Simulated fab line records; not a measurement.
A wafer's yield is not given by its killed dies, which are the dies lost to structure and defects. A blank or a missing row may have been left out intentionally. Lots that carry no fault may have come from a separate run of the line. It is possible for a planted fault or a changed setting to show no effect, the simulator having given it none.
fab line records | flow nand_harc
record: lots: 6 wafers: 18 last_day: 23
route steps=1159 shown P_GATE@198 P_CONTACT@217 END@1159
lots untouched by any fault: they come from a run of this same line in which no faults occurred
start_h: start of the lot's first displayed wafer, in hours after the record's first day | wait_h: hours elapsed since this lot's preceding step | " unchanged from the row above | L1.1+2: several wafers, shown together as one row | - value missing, or start not given | * or withheld: withheld | < > ~ a bound
route shown NAME@n: names a module that has steps shown in the file, with the first one's number in the route | usual: mean/standard deviation of fault-free wafers | same: alike in all rows | chamber/n: place in a boat | sites: the reading at each site | _std_site: the values' standard deviation | _edge_site: outer sites' mean less inner sites' | radius_mm: how far each site lies from the wafer's centre | mask NAME#n: copy n | behind: tool/chamber where the wafer was last shaped | hold: the reason the lot was held/the length of the hold in hours/how it ended | device: which transistor (n, p or np) failed to switch | end of line: tests run on the same wafers once the route is complete | a step without rows: its recipe alone | killed: not the wafer's yield, but the dies lost to structure and defects at the first sort | map: a wafer's dies, x killed, . not, _ none there
set.NAME: the setting as run; set.NAME@STEP: as run at that earlier step | model.NAME: the simulator's own value behind a step, which no gauge read
lots at some steps of the route; a table a step, a row a wafer
services: a tool's chamber out of use, with start hour (start_h, from the record's first day; less than 0 if before it), hours out, and reason
== steps ==
step: NHARC_P_GATE_PEB_89
recipe: peb_temp_c: 118 peb_time_s: 85
step: NHARC_P_GATE_DEVELOP_90
recipe: time_s: 70
step: NHARC_P_GATE_CD_MEAS_91
recipe: target_cd_nm: 2000 landing_energy_ev: 500
usual: cd_nm: 2000.1/1.6
columns lot.wafer tool chamber start_h wait_h cd_nm
L863.1 cd_sem-01 0 118.57 - 2001.7
L863.2 " 0 " " 2001.2
L863.4 " 0 " " 1999.9
L866.1 cd_sem-03 0 130.66 - 2001.3
L866.5 " 0 " " 2000.2
L866.6 " 0 " " 1999.1
L868.3 cd_sem-02 0 147.93 - 1996.5
L868.5 " 0 " " 1999.4
L868.6 " 0 " " 1998.6
L875.1 cd_sem-01 0 182.77 - 1997.9
L875.3 " 0 " " 1998.3
L875.6 " 0 " " 1996.7
L879.3 cd_sem-03 0 208.79 - 2001.6
L879.4 " 0 " " 2001.8
L879.5 " 0 " " 2003.3
L880.1 cd_sem-03 0 213.64 - 2000.0
L880.2 " 0 " " 1998.8
L880.6 " 0 " " 1998.7
step: NHARC_P_GATE_HARDBAKE_92
recipe: temp_c: 125 time_s: 80
step: NHARC_P_GATE_DESCUM_93
recipe: time_s: 3 o2_flow_sccm: 200 ar_flow_sccm: 0 bias_power_w: 0 chemistry: O2
usual: drypump_motor_current_A: 5.8/0.38 oes_product_au: 1.000/0.0073 rf_vpp_V: 58.0/0.88 showerhead_plenum_p_Torr: 1.98/0.079 throttle_valve_pct: 11.313/0.0093
columns lot.wafer tool chamber start_h wait_h drypump_motor_current_A oes_product_au rf_hours_counter_h rf_vpp_V showerhead_plenum_p_Torr throttle_valve_pct
L863.1 rie_diel-08 1 118.73 - 5.6 0.993 57 55.6 1.81 11.322
L863.4 " 2 " " 5.4 1.015 52 58.0 1.77 11.298
L863.2 " 3 " " 5.5 0.999 61 57.9 1.86 11.306
L866.1 rie_diel-05 1 130.97 - 5.3 1.011 29 59.9 2.03 11.305
L866.6 " 3 " " 5.9 0.995 - 58.5 2.04 11.322
L866.5 " 1 " " 5.3 1.002 - 58.2 2.03 11.323
L868.3 rie_diel-05 2 148.12 - 6.2 1.003 35 59.1 1.98 11.310
L868.6 " 1 " " 5.3 1.012 - 57.1 2.03 11.322
L868.5 " 3 " " 5.9 0.990 - 57.4 2.03 11.320
L875.3 rie_diel-05 3 182.93 - 5.9 1.008 2 58.8 2.03 11.299
L875.1 " 1 " " 5.3 0.991 2 57.6 2.03 11.322
L875.6 " 2 " " 6.2 1.002 - 57.6 1.98 11.334
L879.3 rie_diel-05 3 208.98 - 5.9 1.010 8 58.7 2.03 11.320
L879.5 " 1 " " 5.3 0.993 - 57.0 2.03 11.320
L879.4 " 2 " " 6.2 1.003 - 59.3 1.98 11.312
L880.1 rie_diel-05 1 213.80 - 5.3 0.990 9 58.5 2.03 11.306
L880.2 " 3 " " 5.9 1.002 9 58.4 2.03 11.300
L880.6 " 2 " " 6.2 1.005 - 58.1 1.98 11.332
step: NHARC_P_GATE_IMPLANT_94
recipe: energy_kev: 60 dose_cm2: 2e+15 tilt_deg: 7
step: NHARC_P_GATE_STRIP_113
recipe: power_w: 1500 temp_c: 110 time_s: 740 chemistry: N2/H2
step: NHARC_P_GATE_STRIP_95
recipe: power_w: 1500 temp_c: 250 chemistry: O2
step: NHARC_P_GATE_STRIP_96
recipe: time_s: 900 temp_c: 130 chemistry: SPM
step: NHARC_P_GATE_RTA_64
recipe: temp_c: 1050 time_s: 1
step: NHARC_P_GATE_ETCH_77
recipe: target_depth_a: 60 chemistry: dHF material: SiO2
step: NHARC_P_GATE_DEGAS_109
recipe: temp_c: 300 time_s: 60
usual: heater_power_w: 446/26
columns lot.wafer tool chamber start_h wait_h heater_power_w
L863.2 pvd_sputter-01 - 120.67 0.1 499
L863.4 " - " " 438
L863.1 " - " " 407
L866.1 pvd_sputter-02 - 132.93 0.1 436
L866.5 " - " " 432
L866.6 " - " " 421
L868.3 pvd_sputter-02 - 150.12 0.1 431
L868.6 " - " " 420
L868.5 " - " " 437
L875.3 pvd_sputter-01 - 185.75 0.1 455
L875.1 " - " " 435
L875.6 " - " " 422
L879.4 pvd_sputter-02 - 210.97 0.1 434
L879.3 " - " " 422
L879.5 " - " " 421
L880.2 pvd_sputter-03 - 215.82 0.1 464
L880.1 " - " " 477
L880.6 " - " " 471
step: NHARC_P_GATE_PRE_CLEAN_110
recipe: time_s: 30 bias_v: 200 gas: Ar
columns lot.wafer tool chamber start_h wait_h
L863.1+2+4 pvd_sputter-01 - 120.72 -
L866.1+6+5 pvd_sputter-02 - 132.98 -
L868.3+6+5 pvd_sputter-02 - 150.18 -
L875.3+1+6 pvd_sputter-01 - 185.79 -
L879.4+3+5 pvd_sputter-02 - 211.02 -
L880.1+2+6 pvd_sputter-03 - 215.87 -
step: NHARC_P_GATE_SPUTTER_78
recipe: target_thk_a: 100 material: Ni
step: NHARC_P_GATE_SPUTTER_79
recipe: target_thk_a: 100 material: TiN
step: NHARC_P_GATE_RTA_80
recipe: temp_c: 300 time_s: 30
usual: wafer_temp_C_max: 301.3/0.34
columns lot.wafer tool chamber start_h wait_h wafer_temp_C_max
L863.1 rtp_anneal-01 0 120.97 - 300.9
L863.2 " 0 " " 300.7
L863.4 " 0 " " 301.1
L866.1 rtp_anneal-02 0 133.23 - 301.2
L866.5 " 0 " " 301.5
L866.6 " 0 " " 301.5
L868.3 rtp_anneal-02 0 150.48 - 300.9
L868.5 " 0 " " 301.4
L868.6 " 0 " " 301.1
L875.1 rtp_anneal-02 0 186.04 - 302.2
L875.3 " 0 " " 302.3
L875.6 " 0 " " 301.2
L879.3 rtp_anneal-01 0 211.61 - 301.5
L879.4 " 0 " " 300.9
L879.5 " 0 " " 301.0
L880.1 rtp_anneal-02 0 216.28 - 301.8
L880.2 " 0 " " 301.4
L880.6 " 0 " " 301.5
step: NHARC_P_GATE_STRIP_67
recipe: time_s: 600 temp_c: 130 chemistry: SPM
step: NHARC_P_GATE_RTA_82
recipe: temp_c: 450 time_s: 30
usual: lamp_power_pct: 4.3/0.38 lamp_zone_1_pct: 4.3/0.38 lamp_zone_3_pct: 4.3/0.38 lamp_zone_4_pct: 4.3/0.38 wafer_temp_C_max: 451.9/0.42
columns lot.wafer tool chamber start_h wait_h lamp_power_pct lamp_zone_1_pct lamp_zone_3_pct lamp_zone_4_pct wafer_temp_C_max
L863.1 rtp_anneal-01 0 121.43 - 4.6 4.6 4.6 4.6 452.0
L863.2 " 0 " " 4.6 4.6 4.6 4.6 452.8
L863.4 " 0 " " 4.6 4.6 4.6 4.6 451.6
L866.1 rtp_anneal-02 0 133.69 - 3.8 3.8 3.8 3.8 451.8
L866.5 " 0 " " 3.8 3.8 3.8 3.8 451.8
L866.6 " 0 " " 3.8 3.8 3.8 3.8 452.2
L868.3 rtp_anneal-01 0 150.94 - 4.6 4.6 4.6 4.6 452.5
L868.5 " 0 " " 4.6 4.6 4.6 4.6 452.1
L868.6 " 0 " " 4.6 4.6 4.6 4.6 451.9
L875.1 rtp_anneal-02 0 186.50 - 3.8 3.8 3.8 3.8 452.2
L875.3 " 0 " " 3.8 3.8 3.8 3.8 451.5
L875.6 " 0 " " 3.8 3.8 3.8 3.8 451.7
L879.3 rtp_anneal-01 0 212.07 - 4.6 4.6 4.6 4.6 451.8
L879.4 " 0 " " 4.6 4.6 4.6 4.6 451.8
L879.5 " 0 " " 4.6 4.6 4.6 4.6 451.7
L880.1 rtp_anneal-01 0 216.74 - 4.6 4.6 4.6 4.6 452.2
L880.2 " 0 " " 4.6 4.6 4.6 4.6 451.7
L880.6 " 0 " " 4.6 4.6 4.6 4.6 452.7
step: NHARC_P_GATE_INSPECT_68
usual: raw_defect_count: 184/66
columns lot.wafer tool chamber start_h wait_h raw_defect_count
L863.1 defect_inspect-02 - 121.62 0.2 290
L863.2 " - " " 115
L863.4 " - " " 180
L866.1 defect_inspect-02 - 133.91 0.2 803
L866.5 " - " " 760
L866.6 " - " " 742
L868.3 defect_inspect-02 - 151.09 0.1 679
L868.5 " - " " 750
L868.6 " - " " 669
L875.1 defect_inspect-01 - 186.70 0.2 112
L875.3 " - " " 172
L875.6 " - " " 142
L879.3 defect_inspect-01 - 212.21 0.1 189
L879.4 " - " " 166
L879.5 " - " " 151
L880.1 defect_inspect-01 - 216.94 0.2 112
L880.2 " - " " 181
L880.6 " - " " 266
step: NHARC_P_CONTACT_DEP_30
recipe: target_thk_a: 300 temp_c: 400 target_thk_nm: 30 flow_sccm: 200 rf_w: 450 material: SiNx
usual: heater_power_w: 677/77
columns lot.wafer tool chamber start_h wait_h heater_power_w
L863.2 pecvd-04 2 121.98 0.4 683
L863.1 " 0 " " 803
L863.4 " 2 " " 665
L866.1 pecvd-04 0 134.06 0.1 803
L866.6 " 2 " " 717
L866.5 " 0 " " 824
L868.3 pecvd-02 2 151.23 0.1 669
L868.6 " 0 " " 697
L868.5 " 1 " " 801
L875.3 pecvd-04 1 187.31 0.6 646
L875.1 " 2 " " 665
L875.6 " 0 " " 740
L879.3 pecvd-04 0 212.32 0.1 704
L879.4 " 2 " " 606
L879.5 " 1 " " 554
L880.2 pecvd-04 0 217.01 0.1 617
L880.1 " 1 " " 607
L880.6 " 1 " " 606
step: NHARC_END_SORT_01
recipe: temp_c: 25
usual: killed_at_array: 27/10 killed_at_other: 0.6/1 killed_at_periphery: 3.4/2.7 killed_dies: 31/9.7 killed_open: 3.4/1.7 killed_short: 2.2/1.5
same: gross_dies: 677
columns lot.wafer tool chamber start_h wait_h killed_at_array killed_at_other killed_at_periphery killed_dies killed_open killed_short
L866.1 prober-02 0 466.11 2.5 24 1 97 122 5 2
L866.5 prober-02 0 469.32 3.7 27 0 87 114 3 1
L866.6 prober-02 0 470.13 4.0 17 0 94 111 2 2
L868.3 prober-02 0 475.49 3.1 8 2 93 103 8 1
L868.5 prober-02 0 477.10 3.7 14 0 85 99 3 2
L868.6 prober-02 0 477.90 4.0 14 0 90 104 4 2
killed by level:class
L866.1 P_GATE:unspecified=89 A_CHANNEL_HOLE_D1:chamber_film_flake=13 A_ONON_D1:geometric_particle:open=3 P_ZERO_WELL:chamber_film_flake=3 P_CONTACT:geometric_particle:open=2 A_CHANNEL_FILL_D1:chamber_film_flake=2 A_STAIRCASE:chamber_film_flake=2 P_M0:geometric_particle:short=1
L866.5 P_GATE:unspecified=84 A_CHANNEL_HOLE_D1:chamber_film_flake=19 P_ZERO_WELL:chamber_film_flake=3 A_STAIRCASE:chamber_film_flake=3 A_WL_FILL:geometric_particle:open=2 A_CONTACT:geometric_particle:open=1 A_M0:geometric_particle:short=1 A_CHANNEL_FILL_D1:chamber_film_flake=1
L866.6 P_GATE:unspecified=88 A_CHANNEL_HOLE_D1:chamber_film_flake=13 P_ZERO_WELL:chamber_film_flake=3 A_STAIRCASE:chamber_film_flake=2 P_STI:geometric_particle:short=1 P_GATE:geometric_particle:short=1 A_CONTACT:geometric_particle:open=1 A_BLC:geometric_particle:open=1
L868.3 P_GATE:unspecified=90 A_CONTACT:geometric_particle:open=3 P_GATE:chamber_film_flake=2 A_ONON_D1:geometric_particle:open=1 A_CHANNEL_FILL_D1:geometric_particle:open=1 A_M0:geometric_particle:open=1 A_BONDPAD:geometric_particle:open=1 STARTING-WAFER:geometric_particle:open=1
L868.5 P_GATE:unspecified=85 A_STAIRCASE:chamber_film_flake=5 A_CONTACT:geometric_particle:open=2 A_CHANNEL_HOLE_D1:chamber_film_flake=2 A_ONON_D1:geometric_particle:short=1 A_BLC:geometric_particle:open=1 A_M0:geometric_particle:short=1 A_SLIT:chamber_film_flake=1
L868.6 P_GATE:unspecified=87 A_CHANNEL_HOLE_D1:chamber_film_flake=5 A_STAIRCASE:chamber_film_flake=2 P_CONTACT:geometric_particle:short=1 P_M0:geometric_particle:open=1 A_SOURCE_PLATE:geometric_particle:open=1 A_CHANNEL_HOLE_D1:geometric_particle:short=1 A_CONTACT:geometric_particle:open=1
map L866.1 (x killed, . not)
____________.____________
_________......._________
_______..........._______
______.............______
_____xx............._____
____.................____
____.................____
___...................___
___.............x.....___
__.....................__
__.....................__
_....x..............x..._
_..............x........_
_........x.............._
_..xxxxx....x.........x._
_.xxxxxxx..............._
xxxxxxxxx...x............
..xxxxxx....x....x.......
.xxxxxxxxx...............
x.xxxxxxx................
xxxxxxxxx................
_xxxxxxxxx.............._
_xxxxxxxx..............._
_.xxxxxxx..............._
_.x.xxxxx...x..........._
_.x..xx.x.......x......._
__..xx.................__
__.....................__
___.................x.___
___.....x.x...........___
____..........xx.....____
____...x.xx..........____
_____..x.x.......x.._____
______.xxx.........______
_______..xxx......_______
_________xx....._________
____________.____________
map L868.6 (x killed, . not)
____________.____________
_________......._________
_______..........._______
______.............______
_____........x......_____
____.................____
____.................____
___...................___
___...................___
__....................x__
__............x........__
_......x..............xx_
_......................._
_..x.x.....x............_
_....xx................._
_.xxxxxx.x............xx_
..xxxxxxx.......x........
..xxxxxxx.....x..........
x.xxxxxxx......x.........
.xxxxxxx.x...............
.xxxxxxxxx..............x
_xxxxxxxx..............._
_.xxxxxxx...x..........._
_.xxxxxxx..............._
_.xxxxx..x....x........._
_..xxxx.x...x..........._
__...xx................__
__...x.................__
___..................x___
___.x.................___
____.................____
____.................____
_____..............._____
______.............______
_______..........._______
_________......._________
____________.____________
== services ==
columns tool chamber start_h hours kind
pvd_sputter-03 - 102.00 10.0 pm
rie_diel-05 0 118.82 - clean
rie_diel-05 1 118.82 - clean
rie_diel-05 2 118.82 - clean
rie_diel-05 3 118.82 - clean
rie_diel-08 - 124.80 9.0 pm
rie_diel-05 0 143.32 - clean
rie_diel-05 1 143.32 - clean
rie_diel-05 2 143.32 - clean
rie_diel-05 3 143.32 - clean
pecvd-02 - 153.00 13.0 pm
pvd_sputter-01 - 158.05 10.0 pm
pvd_sputter-03 - 162.06 2.9 repair
rie_diel-05 - 163.62 9.0 pm
rie_diel-05 0 163.62 57.5 vent_cycle
rie_diel-05 1 163.62 9.2 vent_cycle
rie_diel-05 2 163.62 9.0 vent_cycle
rie_diel-05 3 163.62 9.0 vent_cycle
rie_diel-05 - 177.75 0.4 repair
rie_diel-08 - 190.55 2.4 repair
pecvd-02 - 191.04 1.7 repair
pecvd-04 - 195.00 13.0 pm
pecvd-04 - 208.73 1.2 repair
pvd_sputter-02 - 214.00 10.0 pm
== key ==
first_sign: step: NHARC_P_GATE_INSPECT_68 reading: raw_defect_count direction: up sigmas: 8.3 usual: 184 struck: 734
effect: step: NHARC_END_SORT_01 reading: killed_at_periphery direction: up sigmas: 32 usual: 3.4 struck: 91
more_kills_born_at: NHARC_P_GATE_PRE_CLEAN_110@pvd_sputter-02: 523
met_at NHARC_P_GATE_PRE_CLEAN_110
struck_wafers L866.1,L866.5,L866.6,L868.3,L868.5,L868.6
tester_left_out L866,L868
fault: kind: chamber_particle_source tool: pvd_sputter-02 chamber: - onset_h: 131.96 steps: NHARC_P_GATE_PRE_CLEAN_110 rate_per_visit_cm2: 0.90562 end_h: 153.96
tester_left_out: of these lots the tester's yield and bins aren't shown, on N5 and GAA mostly nor the transistor test; their killed dies are dies lost to structure and defects alone, not to doping, threshold or leakage, so they don't give the yield
